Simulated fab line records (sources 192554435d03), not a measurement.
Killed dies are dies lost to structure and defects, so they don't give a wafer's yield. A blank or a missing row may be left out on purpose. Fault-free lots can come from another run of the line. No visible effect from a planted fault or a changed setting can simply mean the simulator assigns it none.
Comparing a struck lot with a sound one / flow n5_finfet / 15 steps out of a route of 1938
Sound: the wafers L213.1, L213.3, L213.5. The struck wafers were L218.2, L218.4, L218.5. Last of all comes the cause.
Each step with rows lists, per side, the tool, then ch with its chambers, then its first start. Under that, the readings that differ: sound wafers / struck wafers / difference of the means / sigmas: that difference in standard deviations of wafers without a fault.
alike: readings with means less than 2 such deviations apart, plus words and numbers identical on both sides. not compared: withheld readings, readings lacking a value on some wafer, bounds such as >300 that could conceal the same value, and numbers that have no deviation in the record and whose values overlap.
Wherever a step has rows on one side only, a row that says differs or no value, or a row with sigmas, the two part there. Non-overlapping numbers with no deviation appear without sigmas and do not part them. A reading missing from all wafers of one side parts the sides only when that side holds two or more wafers.

first, 3 steps without rows for these wafers: N5_BEOL_M7_EXPOSE_25 (exposes mask V6, target cd 40 nm); N5_BEOL_M7_PEB_26 (peb time 60 s); N5_BEOL_M7_DEVELOP_27 (develop time 30 s).
N5_BEOL_M7_CD_MEAS_28: target cd 40 nm.
  sound on cd_sem-02 ch 0, day 8 16:50; struck on cd_sem-03 ch 0, day 10 08:32
  alike: cd_nm
N5_BEOL_M7_OVL_MEAS_29:
  sound on overlay-02 ch 0, day 8 16:52; struck on overlay-02 ch 0, day 10 08:34
  alike: V6_OVL
N5_BEOL_M7_INSPECT_30: inspects for defects (brightfield).
  sound: defect_inspect-01 at day 8 16:56; struck: defect_inspect-02 at day 10 08:37
  alike: raw_defect_count
N5_BEOL_M7_DESCUM_33: chemistry O2, time 7 s.
  sound on rie_diel-03 ch 2,3, day 8 16:58; struck on rie_diel-03 ch 1,2,3, day 10 08:39
  alike: drypump_motor_current_A, o2_flow_sccm, oes_product_au, rf_vpp_V, showerhead_plenum_p_Torr, throttle_valve_pct
  not compared: rf_hours_counter_h
N5_BEOL_M7_ETCH_72: etches underlayer in N2/H2, target depth 6.5 nm, time 5.2 s.
  sound on rie_diel-03 ch 2,3, day 8 17:00; struck on rie_diel-03 ch 1,2,3, day 10 08:41
reading=rf_fwd_power_W (W); sound=820.0 822.2 821.2; struck=815.5 815.4 815.5; difference=-5.7; sigmas=-2
  alike: drypump_motor_current_A, etch_rf_on_time_s, n2_flow_sccm, oes_product_au, rf_vpp_V, showerhead_plenum_p_Torr, throttle_valve_pct
  not compared: rf_hours_counter_h
N5_BEOL_M7_ETCH_65: etches SiARC in CF4, target depth 15.6 nm, time 26 s.
  sound on rie_diel-03 ch 2,3, day 8 17:01; struck on rie_diel-03 ch 1,2,3, day 10 08:42
  alike: drypump_motor_current_A, etch_rf_on_time_s, oes_product_au, rf_fwd_power_W, rf_vpp_V, showerhead_plenum_p_Torr, throttle_valve_pct
  not compared: rf_hours_counter_h
N5_BEOL_M7_ETCH_66: etches SOC in N2/H2, target depth 80 nm, overetch 16 nm, time 120 s.
  sound on rie_diel-03 ch 2,3, day 8 17:03; struck on rie_diel-03 ch 1,2,3, day 10 08:44
  alike: drypump_motor_current_A, n2_flow_sccm, oes_product_au, rf_fwd_power_W, rf_vpp_V, showerhead_plenum_p_Torr, throttle_valve_pct
  not compared: rf_hours_counter_h
then, 2 steps without rows for these wafers: N5_BEOL_M7_STRIP_69 (strips in N2/H2); N5_BEOL_M7_STRIP_73 (strips in N2/H2).
N5_BEOL_M7_VIA_ETCH_34: etches SiCOH lowk in C4F6/O2, target depth 125.5 nm, time 50.5 s.
  sound on rie_diel-03 ch 2,3, day 8 17:09; struck on rie_diel-03 ch 1,2,3, day 10 08:50
reading=rf_fwd_power_W (W); sound=339.3 341.9 341.4; struck=257.2 257.2 258.7; difference=-83.2; sigmas=-69
reading=rf_vpp_V (V); sound=673 646 645; struck=758 776 743; difference=+104; sigmas=+4
reading=model.etch.depth_nm (nm); sound=128.2 127.9 127.1; struck=116.3 116.5 115.5; difference=-11.6; sigmas=
reading=model.SOC_of_BEOL_M7_COAT_63.thk_nm (nm); sound=53.4 53.6 53.6; struck=54.2 54.2 54.2; difference=+0.7; sigmas=
  alike: drypump_motor_current_A, oes_ar_750_au, oes_product_au, showerhead_plenum_p_Torr, throttle_valve_pct
  not compared: rf_hours_counter_h
then, 1 step without rows for these wafers: N5_BEOL_M7_STRIP_76 (strips in C4F6/O2).
-- a jump in the record: the struck wafers' starts before and after are 3 days apart (it breaks off in module BEOL_M7 and resumes in module PASSIVATION, where the first step shown is number 1936 of the route) --
N5_PASSIVATION_PROBE_49:
  record: rows for the struck wafers here (prober-01, day 13 13:46), none for the sound ones

WHERE THEY PART
At N5_BEOL_M7_ETCH_72 first; at N5_PASSIVATION_PROBE_49 last (within this record only).

WHY: what the simulator had put in
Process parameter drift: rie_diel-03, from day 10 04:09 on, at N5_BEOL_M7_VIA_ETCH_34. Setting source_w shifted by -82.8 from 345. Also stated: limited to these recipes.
